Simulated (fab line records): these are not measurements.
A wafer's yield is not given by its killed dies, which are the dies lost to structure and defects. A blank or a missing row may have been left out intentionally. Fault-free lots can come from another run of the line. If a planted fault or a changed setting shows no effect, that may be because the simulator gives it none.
Code-filled problem report in 8D (eight disciplines) form	flow n5Finfet	the parts of the form that need people (team, actions taken, sign-off) are left out

## 1. THE PROBLEM
Wafers without a fault read 93.5 nm, standard deviation 1.4; trenchDepthNm at N5_BEOL_M7_OCD_MEAS_38 reads a mean of 0.1 nm on 2 wafers belonging to 2 lots. Relative to the usual mean, that is a shift of -67 standard deviations.
Seen first at day 12 10:16 on ocd-02, wafer L280.3. Wafers with a number at this step in the record: 21, from 7 lots. Rule for "out" (also "out of limits"): further than 4 standard deviations from the usual mean. All remaining wafers that have a number are taken as sound.

## 2. WHAT IT IS, AND WHAT IT ISN'T
question	is	is not
which readings at this step	trenchDepthNm	-
which lots	L280, L281	L273, L276, L285, L288, L292
which wafers of those lots	L280.3, L281.1	L280.1, L280.4, L281.3, L281.5
read on which gauges	ocd-01, ocd-02	-
when	from day 12 10:16	up to then (8 sound wafers); but 11 sound wafers of L281, L285, L288, L292 came after

## 3. WHAT RULES OUT EACH SUSPECT
Counting: a tool at a process step up to the reading stays a suspect if it ran every lot that is out. Sound lots after the first of them don't rule it out here, since some wafers of a struck lot are sound.
- the gauge at N5_BEOL_M7_OCD_MEAS_38 is ruled out. The wafers that are out were read on 2 gauges (ocd-01, ocd-02).
- rieDiel-04 at N5_BEOL_M7_ETCH_62 (etches SOC in N2/H2, target depth 110 nm, overetch 22 nm, time 165 s): kept. Every lot that is out went through it, the first being L280 (day 12 05:48); the last sound lot it ran before that was L276 (day 11 05:51).
- rieDiel-04 at N5_BEOL_M7_STRIP_19 (strips in O2): kept. Every lot that is out went through it, the first being L280 (day 12 06:07); the last sound lot it ran before that was L273 (day 10 10:12).
- At N5_BEOL_M7_ETCH_62, inside rieDiel-04: chamber 0 took the wafers that are out, while their sound lot-mates went through chambers 2, 3.
After counting, rieDiel-04 at N5_BEOL_M7_ETCH_62 and rieDiel-04 at N5_BEOL_M7_STRIP_19 remain.

## 4. THE CAUSE (what the simulator had put in)
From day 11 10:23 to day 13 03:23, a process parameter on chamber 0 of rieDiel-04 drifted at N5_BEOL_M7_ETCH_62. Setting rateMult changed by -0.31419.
After counting, 2 suspects remain, this tool included.

## 5. THE EFFECT CHAIN, in route order
One row per reading whose mean, taken over the struck wafers that have a number, lies over 3 standard deviations from the usual. Only readings for which the record gives a usual standard deviation are gone through. hours: the time from each lot's start at the first step in this table that gives one to its start at this step, as a median over the lots. sigmas: the change in usual standard deviations.
hours	step	reading	usual	on struck wafers	change	sigmas
0	N5_BEOL_M7_VIA_ETCH_34	oesProductAu	0.80 a.u.	0.32	-0.48	-6.5
0	N5_BEOL_M7_OCD_MEAS_38	trenchDepthNm	93.5 nm	0.1	-93.4	-67
85	N5_PASSIVATION_PROBE_49	defectLimitedYield	91.5 %	0.7	-90.8	-70
85	N5_PASSIVATION_PROBE_49	killed_at_M4_up	13	1077	+1064	+99 or more
85	N5_PASSIVATION_PROBE_49	killedDies	100	1172	+1072	+71
85	N5_PASSIVATION_PROBE_49	killedOnRim	13	152	+138	+35
85	N5_PASSIVATION_PROBE_49	sort_bin_5_function	5.0 %	96.2	+91.2	+99 or more
85	N5_PASSIVATION_PROBE_49	sortNPass	1080	8	-1072	-71
85	N5_PASSIVATION_PROBE_49	sortYieldPct	91.5 %	0.7	-90.8	-70
Here are the process steps it includes:
- N5_BEOL_M7_VIA_ETCH_34: etches SiCOH lowk in C4F6/O2, target depth 125.5 nm, time 50.5 s.
- N5_PASSIVATION_PROBE_49
Readings that are blank on the struck wafers while sound wafers have them: cdNm at N5_BEOL_M7_CD_MEAS_18; cdNm at N5_BEOL_M7_CD_MEAS_35.

## 6. HOW IT WOULD HAVE BEEN CAUGHT EARLIER
In this record the first reading out of limits at a measuring or inspecting step was taken at day 12 10:16, 24 hours after the fault began at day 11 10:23.
Between N5_BEOL_M7_ETCH_62 and N5_BEOL_M7_OCD_MEAS_38, N5_BEOL_M7_CD_MEAS_18 gave no cdNm on the struck wafers, where sound wafers have one: a measuring or inspecting step that comes back empty is itself a sign.
Tool readings at N5_BEOL_M7_ETCH_62 with a usual standard deviation given in the record: none out on any struck wafer, hence no alarm at a limit of 4 standard deviations on them.
Among the 2 lots that are out, L281 began N5_BEOL_M7_ETCH_62 on rieDiel-04 after day 12 10:16. A hold on the tool at that time would have spared it.
